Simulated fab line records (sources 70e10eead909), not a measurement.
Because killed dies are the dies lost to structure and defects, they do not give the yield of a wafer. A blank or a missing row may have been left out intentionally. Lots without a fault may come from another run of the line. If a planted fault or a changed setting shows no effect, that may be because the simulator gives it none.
Which of the tools did it? + flow nand-harc + route of 1302 steps, sampled at 1 step: 24 lots, 72 wafers

WHAT EACH GAUGE READ, for each wafer
NHARC_A_CHANNEL_HOLE_D2_INSPECT_12. Usual: raw-defect-count 28, standard deviation 22.
| lot  | measured     | on                | raw-defect-count | flag |
|------|--------------|-------------------|------------------|------|
| L074 | day 13 05:15 | defect-inspect-01 | 5 5 4            |      |
| L076 | day 13 10:37 | defect-inspect-02 | 8 2 4            |      |
| L075 | day 13 11:14 | defect-inspect-02 | 50 43 61         |      |
| L077 | day 14 09:21 | defect-inspect-02 | 9 6 12           |      |
| L082 | day 17 08:26 | defect-inspect-01 | 55 59 63         |      |
| L078 | day 17 09:27 | defect-inspect-01 | 62 81 64         |      |
| L081 | day 17 10:21 | defect-inspect-02 | 10 12 8          |      |
| L079 | day 17 20:17 | defect-inspect-02 | 12 8 8           |      |
| L084 | day 17 21:28 | defect-inspect-01 | 58 54 54         |      |
| L083 | day 17 21:55 | defect-inspect-01 | 6 11 13          |      |
| L080 | day 17 22:11 | defect-inspect-01 | 65 49 54         |      |
| L085 | day 18 02:28 | defect-inspect-01 | 42 46 35         |      |
| L086 | day 18 06:08 | defect-inspect-02 | 8 9 15           |      |
| L088 | day 19 01:44 | defect-inspect-02 | 58 56 64         |      |
| L087 | day 19 01:53 | defect-inspect-01 | 17 13 14         |      |
| L089 | day 19 03:35 | defect-inspect-01 | 59 62 53         |      |
| L091 | day 19 19:53 | defect-inspect-02 | 58 43 57         |      |
| L090 | day 19 20:28 | defect-inspect-01 | 14 12 17         |      |
| L093 | day 20 16:05 | defect-inspect-01 | 15 22 17         |      |
| L092 | day 20 17:35 | defect-inspect-02 | 20 23 24         |      |
| L094 | day 21 06:09 | defect-inspect-02 | 26 26 20         |      |
| L095 | day 22 10:28 | defect-inspect-02 | 3 1 3            |      |
| L096 | day 22 12:14 | defect-inspect-02 | 25 26 33         |      |
| L097 | day 23 14:58 | defect-inspect-02 | 5 6 1            |      |

TOOL THAT RAN EACH LOT (tool first, then ch and the chambers of the sampled wafers, then the start)
Record: no process step prior to these readings.

WHAT THE TOOLS THEMSELVES READ (means of the sampled wafers that have a number; where no wafer has one, the mark that the record gives instead)
The record holds no such reading with a usual standard deviation.

THE ANSWER, worked out from the rows above alone
Rule: a lot counts as off when the mean over its wafers that have a number is more than 3 standard deviations away from the usual mean. Also off: a lot with no number at a reading for which 4 or more lots have one. Where the step has rows for the other lots, those lots are counted as sound. First the gauges in route order, then the tools' own readings, where a lot's mean is used as printed above. At the first step where some lot is off, the reading lying furthest off is the one used; lots without a number count as furthest.
None of the lots is off at any reading shown; this tells nothing.

WHAT WAS PUT IN BY THE SIMULATOR
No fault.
